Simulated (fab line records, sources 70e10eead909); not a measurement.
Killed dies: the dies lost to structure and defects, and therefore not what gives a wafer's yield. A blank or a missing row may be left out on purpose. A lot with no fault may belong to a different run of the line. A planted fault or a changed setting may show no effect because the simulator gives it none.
2 desks looking at one fault | flow nandHarc | each desk holds nothing but its own numbers, with what lay behind them at the end

## THE TOOL OWNER'S DESK: pecvdOnon-01
The tool's own readings at NHARC_A_ONON_D2_DEP_06 (target thk 1000 nm): means of the sampled wafers that have a number, for each lot that ran on this tool. If a lot's mean is further than 4 standard deviations from the usual mean, the lot is out of limits and carries the mark OUT (the distance appears in the brackets).
Columns: A = n2oFlowSccm at NHARC_A_ONON_D2_DEP_06, usual 2001 sccm; B = sih4FlowSccm at NHARC_A_ONON_D2_DEP_06, usual 210.1 sccm; C = susceptorTempC at NHARC_A_ONON_D2_DEP_06, usual 399.99 C
lot  | first seen here | A    | B     | C
L971 | day 12 22:07    | 1996 | 210.2 | 399.97
L979 | day 17 06:21    | 2000 | 209.6 | 399.81
L985 | day 19 00:53    | 2004 | 210.2 | 400.29
L987 | day 19 16:21    | 1996 | 210.4 | 399.77
This desk found nothing out of limits on any of the 4 lots.

## FROM THE METROLOGY DESK
What the gauges read, lot by lot, whatever tool the lot ran on: means of the sampled wafers that have a number. If a lot's mean is further than 4 standard deviations from the usual mean, the lot is out of limits and carries the mark OUT (the distance appears in the brackets).
Columns: A = thkNm at NHARC_A_ONON_D2_THK_MEAS_08, usual 1000 nm
lot  | first seen here | A
L969 | day 12 16:58    | 1013
L970 | day 12 22:30    | 988
L971 | day 12 22:30    | 1006
L973 | day 13 21:31    | 1002
L974 | day 14 14:26    | 987
L976 | day 15 08:06    | 1007
L975 | day 15 08:07    | 1013
L979 | day 17 06:51    | 990
L980 | day 17 07:23    | 1009
L985 | day 19 01:21    | 1348 (+39) OUT
L987 | day 19 16:53    | 1160 (+18) OUT
L989 | day 20 13:11    | 993
L990 | day 22 02:44    | 1007
L992 | day 22 14:35    | 996
Finding of this desk: L985, L987 out of limits; the first was L985 at day 19 01:21, on thkNm at NHARC_A_ONON_D2_THK_MEAS_08. L969, L970, L971, L973, L974, L976, L975, L979, L980, L989, L990, L992: within limits.

## ALL TOGETHER
An alarm was possible from the metrology desk at day 19 01:21, on L985, L987.
The desk of the tool owner found nothing out of limits.
On record at the tool owner's desk: L985, L987, within its limits.
All the named lots went through NHARC_A_ONON_D2_DEP_06 on pecvdOnon-01.

## WHAT THE SIMULATOR PUT IN
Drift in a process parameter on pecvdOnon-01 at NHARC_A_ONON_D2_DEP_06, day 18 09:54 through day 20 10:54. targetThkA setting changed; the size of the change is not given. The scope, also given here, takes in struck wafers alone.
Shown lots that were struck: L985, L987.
Hours from the fault's start to each desk's first reading out of limits: the metrology desk, 15.
